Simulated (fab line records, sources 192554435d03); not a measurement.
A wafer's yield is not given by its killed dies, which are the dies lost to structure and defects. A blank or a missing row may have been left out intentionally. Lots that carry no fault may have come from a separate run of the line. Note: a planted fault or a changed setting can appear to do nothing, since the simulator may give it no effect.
Struck lot and sound lot, side by side || flow n5-finfet || 39 steps out of a route of 1938
Sound: these wafers, L260.1, L260.3, L260.4. Struck: wafers L267.2, L267.3, L267.6. The cause is given at the end.
For every step that has rows: the tool of each side, followed by ch and its chambers, followed by its first start. Under that, the readings that differ: sound wafers || struck wafers || difference of the means || sigmas: that difference in standard deviations of wafers without a fault.
alike: readings with means less than 2 such deviations apart, plus words and numbers identical on both sides. not compared: withheld readings, readings lacking a value on some wafer, bounds such as >300 that could conceal the same value, and numbers that have no deviation in the record and whose values overlap.
Wherever a step has rows on one side only, a row that says differs or no value, or a row with sigmas, the two part there. Numbers that have no deviation but don't overlap get no sigmas and don't part them. Lack of a reading on every wafer of one side parts them only where that side has two or more wafers.

first, 10 steps without rows for these wafers: N5_DUMMY_REMOVAL_HM_STRIP_01 (strips SiNx in CH3F/O2, stops on poly-Si, target depth 4 nm, time 6.8 s); N5_DUMMY_REMOVAL_STRIP_10 (strips in N2/H2, time 40 s); N5_DUMMY_REMOVAL_PRECLEAN_07 (cleans in dHF, time 30 s); N5_DUMMY_REMOVAL_DUMMY_REMOVE_02 (chemistry TMAH, target poly-Si, stops on SiO2, target depth 142 nm, time 57 s, rinse time 30 s); N5_DUMMY_REMOVAL_PRECLEAN_08 (cleans in NF3:NH3, afs cycles 2, time 20 s, sublimation time 60 s); N5_DUMMY_REMOVAL_PRECLEAN_04 (cleans in DHF, time 37 s); N5_DUMMY_REMOVAL_SRD_05 (time 30 s); N5_HKMG_FIN_IL_REGROW_00 (material SiO2, chemistry O3, target thk 0.75 nm, time 30 s); N5_HKMG_FIN_HK_ALD_01 (deposits HfO2, target thk 1.6 nm, pulse time 3 s, purge time 3 s); N5_HKMG_FIN_HK_ANNEAL_02 (time 30 s).
N5_HKMG_FIN_ALD_74: deposits La2O3, target thk 0.5 nm, pulse time 6 s, co reactant pulse time 1 s.
  sound on ald-hk-02 ch 0,1,2, day 6 00:43; struck on ald-hk-01 ch 1,2, day 8 01:17
  alike: heater-power-outer-w, heater-power-w, precursor-pulse-height-rel
then, 26 steps without rows for these wafers: N5_HKMG_FIN_ALD_75 (deposits Al2O3, target thk 1 nm, co reactant pulse time 1 s); N5_HKMG_FIN_COAT_41 (time 60 s, resist thk 300 nm); N5_HKMG_FIN_COAT_42 (time 60 s, resist thk 35 nm); N5_HKMG_FIN_COAT_43 (resist thk 90 nm); N5_HKMG_FIN_EBR_45; N5_HKMG_FIN_SOFTBAKE_44 (time 60 s); N5_HKMG_FIN_EXPOSE_46 (exposes mask NDIPOLE); N5_HKMG_FIN_PEB_47 (peb time 60 s); N5_HKMG_FIN_DEVELOP_48 (develop time 30 s); N5_HKMG_FIN_DESCUM_53 (chemistry O2, time 7.9 s); N5_HKMG_FIN_ETCH_54 (etches SiARC in CF4, target depth 45.5 nm, time 75.8 s); N5_HKMG_FIN_ETCH_55 (etches SOC in N2/H2, target depth 240 nm, time 300 s); N5_HKMG_FIN_STRIP_56 (strips in N2/H2); N5_HKMG_FIN_STRIP_57 (strips in CF4); N5_HKMG_FIN_ETCH_58 (etches SOC in N2/H2, target depth 215.8 nm, time 741 s); N5_HKMG_FIN_STRIP_93 (strips SOC in N2/H2, time 20 s); N5_HKMG_FIN_WET_ETCH_76 (etches Al2O3 in dNH4OH, stops on La2O3, target depth 2.25 nm, rinse time 30 s); N5_HKMG_FIN_STRIP_60 (strips in N2/H2, time 360 s); N5_HKMG_FIN_WET_ETCH_77 (etches La2O3 in dHCl, stops on HfO2, target depth 2 nm); N5_HKMG_FIN_WET_ETCH_78 (etches Al2O3 in dNH4OH, stops on La2O3, target depth 4.5 nm, rinse time 30 s); N5_HKMG_FIN_ALD_79 (deposits TiN, target thk 1.5 nm, pulse time 1 s, purge time 3 s); N5_HKMG_FIN_CVD_62 (deposits a-Si from Si2H6, target thk 3 nm, time 20.8 s); N5_HKMG_FIN_RTA_80 (time 2 s); N5_HKMG_FIN_PRECLEAN_64 (cleans in dHF, time 30 s); N5_HKMG_FIN_WET_ETCH_65 (etches a-Si in TMAH, stops on TiN, time 49 s, target depth 3 nm); N5_HKMG_FIN_WET_ETCH_81 (etches TiN in SC1, stops on HfO2, time 57 s, target depth 6 nm).
-- a jump in the record: the struck wafers' starts before and after are 4 days apart (it breaks off in module HKMG_FIN and resumes in module BEOL_M4, where the first step shown is number 1111 of the route) --
N5_BEOL_M4_RC_MEAS_101:
  sound on prober-01 ch 0, day 9 13:07; struck on prober-02 ch 0, day 12 04:19
{"reading": "IOFF_P (nA/um)", "sound": "0.18 0.24 0.19", "struck": "0.10 0.08 0.06", "difference": -0.12, "sigmas": -3}
{"reading": "IOFF_P_85C (nA/um)", "sound": "3.3 4.1 3.4", "struck": "2.0 1.6 1.2", "difference": -2.0, "sigmas": -4}
{"reading": "IOFF_P_LIN (nA/um)", "sound": "0.091 0.111 0.095", "struck": "0.048 0.040 0.031", "difference": -0.059, "sigmas": -4}
{"reading": "IOFF_P_LONG (nA/um)", "sound": "0.000113 0.000111 0.00011", "struck": "6.9e-05 5.9e-05 5.8e-05", "difference": -4.9e-05, "sigmas": -5}
{"reading": "ION_P (uA/um)", "sound": "457 457 472", "struck": "437 421 415", "difference": -38, "sigmas": -4}
{"reading": "VT_N_LVT (mV)", "sound": "99 96 100", "struck": "73 82 81", "difference": -20, "sigmas": -5}
{"reading": "VT_P (mV)", "sound": "-253 -248 -252", "struck": "-274 -274 -280", "difference": -25, "sigmas": -8}
{"reading": "VT_P_LONG (mV)", "sound": "-273 -277 -274", "struck": "-300 -298 -296", "difference": -23, "sigmas": -7}
  alike: DIBL_N, DIBL_P, IOFF_N, ION_N, SS_N, SS_P, VT_N
-- here the record skips 4 days between the struck wafers' starts before and after, leaving off in module BEOL_M4 and picking up in module PASSIVATION (first step shown: number 1936 of the route) --
N5_PASSIVATION_PROBE_49:
  sound on prober-02 at day 13 12:31; struck on prober-02 at day 16 04:34
{"reading": "killed-at-front-end", "sound": "44 29 21", "struck": "53 63 73", "difference": "+32", "sigmas": "+3"}
{"reading": "sort_bin_8_speed (%)", "sound": "0 0 0", "struck": "1.02 47.37 87.46", "difference": "+45.28", "sigmas": "+99 or more"}
{"reading": "sort-n-pass", "sound": "1041 1078 1103", "struck": "1063 503 9", "difference": -549, "sigmas": -30}
{"reading": "sort-yield-pct (%)", "sound": "88.2 91.4 93.5", "struck": "90.1 42.6 0.8", "difference": -46.5, "sigmas": -31}
  alike: defect-limited-yield, killed_at_M0_to_M3, killed_at_M4_up, killed-at-contacts, killed-at-other, killed-dies, killed-open, killed-short, sort_bin_5_function, sort_bin_6_memory

WHERE THEY PART
Last at N5_PASSIVATION_PROBE_49 as far as this record goes, first at N5_BEOL_M4_RC_MEAS_101.

WHY: what the simulator had put in
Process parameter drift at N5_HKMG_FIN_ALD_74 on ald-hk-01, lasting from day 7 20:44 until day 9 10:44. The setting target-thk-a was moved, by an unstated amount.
